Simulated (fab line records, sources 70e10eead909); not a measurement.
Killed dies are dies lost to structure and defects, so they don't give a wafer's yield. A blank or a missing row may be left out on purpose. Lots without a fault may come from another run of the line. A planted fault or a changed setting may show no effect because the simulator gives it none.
A struck lot beside a sound one | flow nand_harc | 14 steps out of a route of 1159
Sound: wafers L862.1, L862.3, L862.5. Struck: wafer L866.1. (L866.3, L866.5 of the same lot were not struck and are left out.) The cause comes at the end.
At each step with rows: each side's tool, then ch and its chambers, then its first start. Under that, the readings that differ: sound wafers | struck wafers | difference of the means | sigmas: that difference in standard deviations of wafers without a fault.
alike: readings whose means differ by less than 2 such deviations, and words and numbers that are the same on both sides. not compared: withheld readings, readings that some wafer has no value for, bounds like >300 that may hide the same value, and numbers for which the record gives no deviation and whose values overlap.
The two part at a step that has a row with sigmas, a row that says differs or no value, or rows on one side only. Numbers that don't overlap but have no deviation are shown without sigmas and don't part them. A reading that every wafer of one side lacks parts them only if that side has two wafers or more.

first, 7 steps without rows for these wafers: NHARC_A_STAIRCASE_COAT_178; NHARC_A_STAIRCASE_SOFTBAKE_179 (time 170 s); NHARC_A_STAIRCASE_EBR_180; NHARC_A_STAIRCASE_EXPOSE_181 (exposes mask STAIR 2); NHARC_A_STAIRCASE_PEB_182 (peb time 130 s); NHARC_A_STAIRCASE_DEVELOP_183 (time 140 s); NHARC_A_STAIRCASE_HARDBAKE_185 (time 140 s).
NHARC_A_STAIRCASE_DESCUM_186: chemistry O2, time 3 s.
  sound on rie_diel-02 ch 1,3, day 12 08:04; struck on rie_diel-08 ch 1, day 12 22:35
  alike: chamber_pressure_mTorr, drypump_motor_current_A, oes_product_au, rf_vpp_V, showerhead_plenum_p_Torr, throttle_valve_pct
  not compared: rf_hours_counter_h
NHARC_A_STAIRCASE_TRIM_187: chemistry O2, time 211.2 s.
  sound on rie_diel-02 ch 1,3, day 12 08:10; struck on rie_diel-08 ch 0, day 12 22:43
  alike: chamber_pressure_mTorr, drypump_motor_current_A, oes_product_au, rf_vpp_V, showerhead_plenum_p_Torr, throttle_valve_pct
  not compared: rf_hours_counter_h
NHARC_A_STAIRCASE_ETCH_188: etches the open film in C4F8/O2, target depth 100 nm, time 40.5 s.
  sound on rie_diel-02 ch 0,1,3; struck on rie_diel-08 ch 2
  alike: bias_w, chamber_pressure_mTorr, oes_product_au, rf_vpp_V
  not compared: rf_hours_counter_h
NHARC_A_STAIRCASE_TRIM_189: chemistry O2, time 211.2 s.
  sound on rie_diel-02 ch 1,3; struck on rie_diel-08 ch 3
  reading      | sound          | struck | difference | sigmas
  rf_vpp_V (V) | 56.8 58.1 56.6 | 59.8   | +2.6       | +3
  alike: chamber_pressure_mTorr, drypump_motor_current_A, oes_product_au, showerhead_plenum_p_Torr, throttle_valve_pct
  not compared: rf_hours_counter_h
NHARC_A_STAIRCASE_ETCH_190: etches the open film in C4F8/O2, target depth 100 nm, time 40.5 s.
  sound on rie_diel-02 ch 0,1, day 12 08:45; struck on rie_diel-08 ch 1, day 12 23:08
  reading               | sound             | struck | difference | sigmas
  oes_product_au (a.u.) | 0.933 0.929 0.935 | 0.781  | -0.151     | -14
  alike: bias_w, chamber_pressure_mTorr, rf_vpp_V
  not compared: rf_hours_counter_h
NHARC_A_STAIRCASE_TRIM_191: chemistry O2, time 211.2 s.
  sound on rie_diel-02 ch 0,1; struck on rie_diel-08 ch 3
  alike: chamber_pressure_mTorr, drypump_motor_current_A, oes_product_au, rf_vpp_V, showerhead_plenum_p_Torr, throttle_valve_pct
  not compared: rf_hours_counter_h
-- the record jumps here: 8 days lie between the struck wafers' starts before and after (it left off in module A_STAIRCASE and takes up again in module END, whose first step shown is number 1159 of the route) --
NHARC_END_SORT_01:
  the record has rows for the struck wafers here (prober-01 ch 0, day 21 10:17) and none for the sound ones

WHERE THEY PART
First at NHARC_A_STAIRCASE_TRIM_189; last, within this record, at NHARC_END_SORT_01.

WHY: what the simulator had put in
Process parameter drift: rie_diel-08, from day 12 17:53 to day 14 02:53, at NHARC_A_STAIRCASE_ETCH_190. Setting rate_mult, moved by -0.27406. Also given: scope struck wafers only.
